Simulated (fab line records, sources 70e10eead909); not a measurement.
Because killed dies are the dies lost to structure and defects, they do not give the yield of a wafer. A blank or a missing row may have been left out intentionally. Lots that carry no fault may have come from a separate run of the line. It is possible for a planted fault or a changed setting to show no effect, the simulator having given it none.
Matching of chambers || flow nand_harc || ald_hk-03 running NHARC_A_CHANNEL_FILL_D1_ALD_25: 4 sister chambers
The step deposits SiOx, target thk 60 nm, pulse time 10 s, ald cycles 600. 14 wafers are shown with their chamber, then 7 later ones without.

WAFERS WITH THEIR CHAMBER
{"wafer": "L876.2", "chamber": 0, "heater_power_w (W)": 523, "precursor_pulse_height_rel": 1.015}
{"wafer": "L876.4", "chamber": 1, "heater_power_w (W)": 550, "precursor_pulse_height_rel": 1.018}
{"wafer": "L876.5", "chamber": 3, "heater_power_w (W)": 575, "precursor_pulse_height_rel": 1.009}
{"wafer": "L878.2", "chamber": 1, "heater_power_w (W)": 556, "precursor_pulse_height_rel": 0.993}
{"wafer": "L878.4", "chamber": 0, "heater_power_w (W)": 524, "precursor_pulse_height_rel": 0.996}
{"wafer": "L878.5", "chamber": 3, "heater_power_w (W)": 563, "precursor_pulse_height_rel": 0.969}
{"wafer": "L880.1", "chamber": 1, "heater_power_w (W)": 554, "precursor_pulse_height_rel": 1.007}
{"wafer": "L880.4", "chamber": 0, "heater_power_w (W)": 528, "precursor_pulse_height_rel": 1.001}
{"wafer": "L880.5", "chamber": 3, "heater_power_w (W)": 578, "precursor_pulse_height_rel": 0.995}
{"wafer": "L886.1", "chamber": 1, "heater_power_w (W)": 556, "precursor_pulse_height_rel": 0.993}
{"wafer": "L886.2", "chamber": 0, "heater_power_w (W)": 512, "precursor_pulse_height_rel": 0.992}
{"wafer": "L886.3", "chamber": 2, "heater_power_w (W)": 490, "precursor_pulse_height_rel": 0.996}
{"wafer": "L892.1", "chamber": 3, "heater_power_w (W)": 554, "precursor_pulse_height_rel": 1.016}
{"wafer": "L892.2", "chamber": 0, "heater_power_w (W)": 533, "precursor_pulse_height_rel": 0.979}

SIGNATURES (means of the wafers above)
{"reading": "heater_power_w", "chamber 0": 524.00, "chamber 1": 554.00, "chamber 2": 490.00, "chamber 3": 567.50, "scatter within a chamber": 7.97}
{"reading": "precursor_pulse_height_rel", "chamber 0": 0.99660, "chamber 1": 1.00275, "chamber 2": 0.99600, "chamber 3": 0.99725, "scatter within a chamber": 0.0156}
Rule: for a wafer and a chamber, the distance is found by dividing, reading by reading, the gap between the wafer's reading and the chamber's mean by the reading's scatter, squaring, summing and taking the root. The wafer belongs to the nearest chamber; if the next one is less than 2 further off, it can't be placed. The scatter is the square root of a quotient: the sum, over the shown wafers, of each reading's squared deviation from its chamber's mean, divided by wafers minus chambers.

WAFERS WITHOUT THEIR CHAMBER
{"wafer": "L892.5", "heater_power_w (W)": 570, "precursor_pulse_height_rel": 1.031}
{"wafer": "L894.1", "heater_power_w (W)": 536, "precursor_pulse_height_rel": 1.014}
{"wafer": "L894.2", "heater_power_w (W)": 568, "precursor_pulse_height_rel": 0.994}
{"wafer": "L894.6", "heater_power_w (W)": 558, "precursor_pulse_height_rel": 1.007}
{"wafer": "L896.1", "heater_power_w (W)": 506, "precursor_pulse_height_rel": 1.002}
{"wafer": "L896.3", "heater_power_w (W)": 561, "precursor_pulse_height_rel": 0.977}
{"wafer": "L896.5", "heater_power_w (W)": 492, "precursor_pulse_height_rel": 0.999}

WHICH CHAMBER EACH ONE RAN IN
{"wafer": "L892.5", "from the rows above": "can't be placed: 3 or 1", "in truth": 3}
{"wafer": "L894.1", "from the rows above": "can't be placed: 0 or 1", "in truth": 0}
{"wafer": "L894.2", "from the rows above": "can't be placed: 3 or 1", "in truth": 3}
{"wafer": "L894.6", "from the rows above": "can't be placed: 1 or 3", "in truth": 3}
{"wafer": "L896.1", "from the rows above": "can't be placed: 2 or 0", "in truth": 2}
{"wafer": "L896.3", "from the rows above": "can't be placed: 3 or 1", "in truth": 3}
{"wafer": "L896.5", "from the rows above": 2, "in truth": 2}
Correctly placed: 1 of 7. These rows do not allow placing 6 (true chamber among the candidates in 6). 0 placed wrongly.
